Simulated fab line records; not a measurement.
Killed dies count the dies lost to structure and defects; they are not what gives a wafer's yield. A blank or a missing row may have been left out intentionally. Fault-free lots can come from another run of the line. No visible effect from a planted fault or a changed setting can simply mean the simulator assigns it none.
Chamber matching -- flow n5 finfet -- N5_BEOL_M2_ETCHBACK_99 on rie diel-02 has 4 sister chambers
The step etches SiO2 in CHF3, target depth 5 nm, time 10.4 s. 8 wafers are shown with their chamber, then 7 later ones without.

## WAFERS, EACH WITH ITS CHAMBER
wafer,chamber,showerhead plenum p Torr (Torr),drypump motor current A (A)
L077.3,0,2.18,5.5
L077.4,1,2.04,4.8
L077.5,2,2.20,5.7
L081.2,3,2.18,5.8
L081.3,0,2.17,5.5
L081.6,3,2.18,5.9
L083.3,2,2.20,5.6
L083.5,1,2.04,4.8

## WAFERS WITH NO CHAMBER GIVEN
wafer,showerhead plenum p Torr (Torr),drypump motor current A (A)
L083.6,2.17,5.5
L096.1,2.19,5.6
L096.5,2.17,5.8
L096.6,2.16,5.5
L097.1,2.16,5.5
L097.3,2.17,5.9
L097.5,2.19,5.6

## WHICH CHAMBER EACH ONE RAN IN
wafer,from the rows above,in truth
L083.6,0,0
L096.1,can't be placed: 2 or 0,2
L096.5,3,3
L096.6,0,0
L097.1,0,0
L097.3,3,3
L097.5,can't be placed: 2 or 0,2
Correctly placed: 5 of 7. From these rows, 2 cannot be placed; in 2 the true chamber is one of the candidates. Placed wrongly: 0.
How it was worked out, from the rows above alone: a wafer's distance from a chamber is the root of the sum, over the readings, of the square of ((its reading less the chamber's mean) divided by the reading's scatter). If the next closest chamber is less than 2 further off than the closest, the wafer can't be placed; otherwise it belongs to the closest. A chamber's mean is the mean of its shown wafers. How the scatter is found: for the shown wafers, subtract from each reading the mean of its chamber, square and add these, divide the total by (wafers less chambers), then take the root.
